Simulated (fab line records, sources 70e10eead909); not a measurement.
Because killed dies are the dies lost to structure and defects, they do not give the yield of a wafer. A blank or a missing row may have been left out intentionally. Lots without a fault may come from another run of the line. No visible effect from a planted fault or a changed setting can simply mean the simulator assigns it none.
A struck lot beside a sound one | flow nandHarc | 16 out of 1302 route steps
Sound: these wafers, L634.2, L634.4, L634.6. The struck wafers were L632.1, L632.4, L632.6. Last of all comes the cause.
Per side, at each step with rows, come the tool, then ch with its chambers, and then its first start. Under that, the readings that differ: sound wafers | struck wafers | difference of the means | sigmas: that difference in standard deviations of wafers without a fault.
alike: a reading whose means differ by less than 2 such deviations, as well as words and numbers matching on both sides. not compared: withheld readings; readings where some wafer has no value; bounds like >300 that might hide an equal value; numbers whose values overlap and for which the record gives no deviation.
Wherever a step has rows on one side only, a row that says differs or no value, or a row with sigmas, the two part there. When numbers do not overlap yet have no deviation, they are printed without sigmas and do not part them. A reading missing from all wafers of one side parts the sides only when that side holds two or more wafers.

NHARC_P_START_INSPECT_01:
  sound on defectInspect-02, day 9 18:02; struck on defectInspect-02, day 8 22:02
  alike: rawDefectCount
then, 9 steps without rows for these wafers: NHARC_P_ZERO_WELL_PRECLEAN_00 (cleans in SPM, time 600 s); NHARC_P_ZERO_WELL_SRD_01; NHARC_P_ZERO_WELL_PECVD_02 (deposits SiO2, target thk 10 nm); NHARC_P_ZERO_WELL_DEHYDRATE_03 (time 120 s); NHARC_P_ZERO_WELL_HMDS_04 (time 30 s); NHARC_P_ZERO_WELL_COAT_64 (time 65 s); NHARC_P_ZERO_WELL_COAT_05 (resist thk 600 nm); NHARC_P_ZERO_WELL_SOFTBAKE_06 (time 70 s); NHARC_P_ZERO_WELL_EBR_07.
NHARC_P_ZERO_WELL_EXPOSE_08: exposes mask P ZERO, target cd 500 nm.
  sound on krfScanner-01 ch 0, day 9 19:12; struck on krfScanner-04 ch 0, day 8 23:05
reading           | sound             | struck            | difference | sigmas
exposureDoseMJCm2 | 33.80 33.74 33.77 | 32.64 32.58 32.60 | -1.16      | -38
  alike: mask, stageVelMmS
then, 2 steps without rows for these wafers: NHARC_P_ZERO_WELL_PEB_09 (peb time 80 s); NHARC_P_ZERO_WELL_DEVELOP_10 (time 50 s).
NHARC_P_ZERO_WELL_CD_MEAS_11 targets a cd of 500 nm.
  sound on cdSem-02 ch 0, day 9 19:21; struck on cdSem-01 ch 0, day 8 23:14
reading   | sound             | struck            | difference | sigmas
cdNm (nm) | 500.2 496.5 500.4 | 492.4 492.2 492.0 | -6.8       | -4
then, 1 step without rows for these wafers: NHARC_P_ZERO_WELL_HARDBAKE_12 (time 65 s).
-- jump in the record: it breaks off in module P_ZERO_WELL and resumes in module END (first step shown: number 1302 of the route), and 23 days separate the struck wafers' starts before and after --
NHARC_END_SORT_01:
  at this point the record logs the struck wafers (prober-02 ch 0, day 32 00:17) and has no rows for the sound ones

## WHERE THEY PART
Earliest at NHARC_P_ZERO_WELL_EXPOSE_08; latest, in this record, at NHARC_END_SORT_01.

WHY: what the simulator had put in
Process parameters drifting: krfScanner-04 at NHARC_P_ZERO_WELL_EXPOSE_08, beginning at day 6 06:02. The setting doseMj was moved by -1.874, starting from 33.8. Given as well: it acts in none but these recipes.
